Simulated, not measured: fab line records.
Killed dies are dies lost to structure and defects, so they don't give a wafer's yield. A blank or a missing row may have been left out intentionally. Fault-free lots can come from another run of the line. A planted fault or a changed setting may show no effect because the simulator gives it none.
Chamber matching | flow nandHarc | NHARC_P_M0_CMP_23 on cmp-03 has 4 sister chambers
The step polishes, t overpolish 20 s, target thk 117.53 nm. 18 wafers are shown with their chamber, then 9 later ones without.

== WAFERS PAIRED WITH THEIR CHAMBERS ==
wafer  | chamber | motorCurrentA (A) | timeToEndpointS (s) | edgeZonePressureFrac
L074.4 | 0       | 12.0              | 26.3                | 0.995
L074.5 | 1       | 14.7              | 26.8                | 0.997
L074.6 | 0       | 12.2              | 25.4                | 1.008
L076.3 | 0       | 11.8              | 24.7                | 0.995
L076.5 | 1       | 15.2              | 24.1                | 1.000
L076.6 | 0       | 12.3              | 24.1                | 0.985
L078.4 | 0       | 12.3              | 29.0                | 1.001
L078.5 | 0       | 12.5              | 27.2                | 0.997
L078.6 | 3       | 10.0              | 28.6                | 1.002
L079.1 | 0       | 12.3              | 28.6                | 1.001
L079.2 | 2       | 14.1              | 27.7                | 0.996
L079.6 | 0       | 11.4              | 27.3                | 0.999
L080.3 | 3       | 10.0              | 29.8                | 1.003
L080.5 | 1       | 14.8              | 26.0                | 1.006
L080.6 | 2       | 13.3              | 25.7                | 1.005
L085.2 | 2       | 13.4              | 33.0                | 1.001
L085.4 | 3       | 10.1              | 31.7                | 1.000
L085.6 | 0       | 11.9              | 29.6                | 1.000

SIGNATURES (averages over the wafers above)
reading              | chamber 0 | chamber 1 | chamber 2 | chamber 3 | scatter within a chamber
motorCurrentA        | 12.078    | 14.900    | 13.600    | 10.033    | 0.321
timeToEndpointS      | 26.911    | 25.633    | 28.800    | 30.033    | 2.19
edgeZonePressureFrac | 0.99789   | 1.00100   | 1.00067   | 1.00167   | 0.00533
Rule: distance of a wafer from a chamber = root of the sum over the readings of ((wafer's reading minus chamber's mean) / reading's scatter) squared. If the next closest chamber is less than 2 further off than the closest, the wafer can't be placed; otherwise it belongs to the closest. The scatter is the square root of a quotient: the sum, over the shown wafers, of each reading's squared deviation from its chamber's mean, divided by wafers minus chambers.

== WAFERS MISSING THEIR CHAMBER ==
wafer  | motorCurrentA (A) | timeToEndpointS (s) | edgeZonePressureFrac
L088.1 | 11.9              | 29.0                | 1.001
L088.3 | 13.1              | 32.9                | 1.005
L088.6 | 12.6              | 31.6                | 1.002
L092.1 | 14.2              | 28.1                | 1.003
L092.2 | 11.4              | 29.9                | 0.996
L092.5 | 15.1              | 30.8                | 1.001
L093.1 | 14.6              | 29.0                | 0.999
L093.3 | 10.2              | 28.6                | 1.003
L093.4 | 13.9              | 32.2                | 0.999

== WHICH CHAMBER EACH ONE RAN IN ==
wafer  | from the rows above     | in truth
L088.1 | 0                       | 0
L088.3 | can't be placed: 2 or 0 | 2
L088.6 | can't be placed: 0 or 2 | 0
L092.1 | can't be placed: 2 or 1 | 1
L092.2 | can't be placed: 0 or 3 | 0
L092.5 | 1                       | 1
L093.1 | can't be placed: 1 or 2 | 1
L093.3 | 3                       | 3
L093.4 | 2                       | 2
4 of 9 placed correctly. These rows do not allow placing 5 (true chamber among the candidates in 5). 0 placed wrongly.
